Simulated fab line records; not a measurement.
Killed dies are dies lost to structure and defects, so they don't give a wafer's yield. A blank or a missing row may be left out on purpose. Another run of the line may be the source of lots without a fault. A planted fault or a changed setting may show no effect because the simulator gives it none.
Split-lot trial	flow n5 finfet	route with 1938 steps; 7 lots, 21 wafers read

== THE SPLIT ==
At N5_BEOL_M6_HM_DEP_02 (deposits TiN, target thk 20 nm), the setting target thk a was moved away from the recipe's 200 angstrom on 9 of the 21 wafers read, by -13.3% to +13.5%. The other wafers ran this setting at the recipe's value.

== FROM THE SPLIT TO THE READING: what the file shows between them, 8 steps ==
- N5_BEOL_M6_COAT_59: time 60 s, resist thk 100 nm
- N5_BEOL_M6_COAT_60: time 60 s, resist thk 35 nm
- N5_BEOL_M6_STRIP_68: strips in N2/H2
- N5_BEOL_M6_STRIP_67: strips in CF4
- N5_BEOL_M6_HM_OPEN_17: chemistry Cl2/BCl3, target TiN, target depth 20 nm, overetch 6 nm
- N5_BEOL_M6_STRIP_19: strips in O2
- N5_BEOL_M6_STRIP_76: strips in C4F6/O2
- N5_BEOL_M6_STRIP_36: strips in N2/H2

== THE READING ==
TiN_of_BEOL_M6_HM_DEP_02.thk nm (the simulator's own value, which no gauge read), in nm, at N5_BEOL_M6_TRENCH_ETCH_37 (etches SiCOH lowk in C4F6/O2, target depth 94.435 nm, time 31.5 s). The file does not state a usual value for it. Across the 12 wafers here that went through the recipe, the average is 17.3 nm and the standard deviation 0.17 nm.

wafer	tool, chamber at the split	target thk a as run, angstrom	against the recipe	TiN_of_BEOL_M6_HM_DEP_02.thk nm, nm	against lot-mates on the recipe
L074.1	pvd sputter-03, -	173.4	-13.3%	14.4	-2.7
L074.3	pvd sputter-03, -	200	recipe	17	-
L074.6	pvd sputter-03, -	200	recipe	17.2	-
L075.1	pvd sputter-01, -	200	recipe	17.4	-
L075.2	pvd sputter-01, -	200	recipe	17.4	-
L075.5	pvd sputter-01, -	200	recipe	17.6	-
L077.1	pvd sputter-03, -	200	recipe	17.2	-
L077.3	pvd sputter-03, -	200	recipe	17.4	-
L077.6	pvd sputter-03, -	200	recipe	17.4	-
L083.2	pvd sputter-01, -	200	recipe	17.2	-
L083.5	pvd sputter-01, -	200	recipe	17.2	-
L083.6	pvd sputter-01, -	226.9	+13.5%	19.8	+2.6
L088.1	pvd sputter-02, -	207.9	+4.0%	18	+0.8
L088.4	pvd sputter-02, -	200	recipe	17.2	-
L088.5	pvd sputter-02, -	207.9	+4.0%	18.2	+1.0
L090.3	pvd sputter-02, -	200	recipe	17	-
L090.5	pvd sputter-02, -	219	+9.5%	18.8	+1.8
L090.6	pvd sputter-02, -	219	+9.5%	19	+2.0
L093.1	pvd sputter-01, -	189.8	-5.1%	16.4	no lot-mate on the recipe
L093.4	pvd sputter-01, -	189.8	-5.1%	16.4	no lot-mate on the recipe
L093.5	pvd sputter-01, -	189.8	-5.1%	16.6	no lot-mate on the recipe

FIT RESULTS
A straight line over all 21 wafers: TiN_of_BEOL_M6_HM_DEP_02.thk nm changes by +0.189 nm for each +1% of target thk a; r = +0.99; the points scatter about the line by 0.19 nm.
The same after taking each lot's own level away (the mean of its wafers on the recipe; 18 wafers): +0.2 nm for each +1%; r = +1.00; scatter 0.096 nm.
The reading moves by 2.7 nm for the largest change in target thk a, on that fit.
The lots' own levels span 17.00 to 17.47 nm, that is 2.7 times the standard deviation above.
Consequently the slope shifts little with the lot-to-lot level, the two slopes agreeing.
Check: with one of the wafers moved furthest among these (+13.5%) left out of the fit, the line predicts +2.74 nm for it against its lot-mates. Against them it came out at +2.6 nm.

== THE OTHER SPLITS THESE WAFERS WENT THROUGH ==
Note: prior to the reading, these wafers also went through further splits. Each is held against what the fit with the lots' levels taken away leaves over:
other split on the same wafers	wafers away from the commonest value	r with TiN_of_BEOL_M6_HM_DEP_02.thk nm (lot level and that fit taken away)
N5_BEOL_M6_ILD_DEP_00 time s	9	-0.29

== THE WHOLE CHAIN: every reading that the file lists as answering this split, in the file's order ==
step	what it does	reading	change (the file's fit)	r (the file's)
N5_BEOL_M6_HM_DEP_02	deposits TiN, target thk 20 nm	TiN_of_BEOL_M6_HM_DEP_02.thk nm (the simulator's own value, which no gauge read)	+0.21 nm for each +1% of the setting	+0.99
N5_BEOL_M6_HM_OPEN_17	chemistry Cl2/BCl3, target TiN, target depth 20 nm, overetch 6 nm	etch.depth nm (the simulator's own value, which no gauge read)	+0.204 nm for each +1% of the setting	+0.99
N5_BEOL_M6_TRENCH_ETCH_37	etches SiCOH lowk in C4F6/O2, target depth 94.435 nm, time 31.5 s	TiN_of_BEOL_M6_HM_DEP_02.thk nm (the simulator's own value, which no gauge read)	+0.199 nm for each +1% of the setting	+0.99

== THE FILE'S OWN FIT ==
TiN_of_BEOL_M6_HM_DEP_02.thk nm changes by +0.199 nm for each +1% of target thk a, r = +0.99.
